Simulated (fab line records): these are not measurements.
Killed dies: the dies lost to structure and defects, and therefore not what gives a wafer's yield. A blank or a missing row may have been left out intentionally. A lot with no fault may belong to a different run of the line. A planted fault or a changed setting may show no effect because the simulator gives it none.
Code-filled problem report in 8D (eight disciplines) form | flow n5Finfet | the parts of the form that need people (team, actions taken, sign-off) are left out

## 1. THE ISSUE
Mean of rfFwdPowerW at N5_BEOL_M8_PRE_CLEAN_55: 275.7 W across 6 wafers in 2 lots; on wafers with no fault it is 294.6 W (standard deviation 1.7). Measured from the usual mean, that is -11 standard deviations.
The step: time 15 s.
First observed at day 14 22:25: wafer L838.1, on pecvd-02. The record holds 36 wafers of 12 lots with a number at this step. By rule, "out" or "out of limits" means more than 4 standard deviations away from the usual mean. The other wafers with a number count as sound.

## 2. WHAT IT IS; WHAT IT IS NOT
question                    | is                     | is not
which readings at this step | rfFwdPowerW            | -
which lots                  | L838, L840             | L824, L826, L828, L829, L835, L837, L841, L843, L844, L846
which wafers of those lots  | all that have a number | -
read on which tools         | pecvd-02               | pecvd-01, pecvd-03
when                        | from day 14 22:25      | up to then (18 sound wafers); but 12 sound wafers of L841, L843, L844, L846 came after

## 3. THE SUSPECTS, EACH WITH WHAT RULES IT OUT
Counting: a tool at any process step up to the reading remains a suspect when it ran all the lots that are out and ran no sound lot after the first of those.
- pvdSputter-03 at N5_BEOL_M8_SURFACE_TREAT_79: ruled out as a lasting fault. The sound lots L841 went through it after L838, its earliest lot that is out (day 14 19:53).
- pecvd-02 at N5_BEOL_M8_PRE_CLEAN_55 (time 15 s): kept. All lots that are out passed through it, beginning with L838 at day 14 22:25, and no sound lot followed; its final sound lot before that point was L837 at day 14 12:58. Its own rfFwdPowerW readings are out on those wafers.
Left after counting: pecvd-02 at N5_BEOL_M8_PRE_CLEAN_55.

## 4. THE CAUSE (what the simulator had put in)
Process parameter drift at N5_BEOL_M8_PRE_CLEAN_55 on pecvd-02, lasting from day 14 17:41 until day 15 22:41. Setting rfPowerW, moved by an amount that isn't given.
Counting left only this tool.

## 5. THE EFFECT CHAIN, in route order
Rows list readings where the struck wafers' mean (over those with a number) sits beyond 3 standard deviations from the usual. Scope: only readings with a usual standard deviation given in the record; hours: median across lots of the time from each lot's start at the first step in this table that gives one to its start at this step; sigmas: change in usual standard deviations.
hours | step                    | reading     | usual   | on struck wafers | change | sigmas
0     | N5_BEOL_M8_PRE_CLEAN_55 | rfFwdPowerW | 294.6 W | 275.7            | -18.9  | -11
The process steps in it:
- N5_BEOL_M8_PRE_CLEAN_55: time 15 s.

## 6. HOW IT WOULD HAVE BEEN CAUGHT EARLIER
First out-of-limits reading in this record: day 14 22:25, which is 5 hours after fault onset at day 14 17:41.
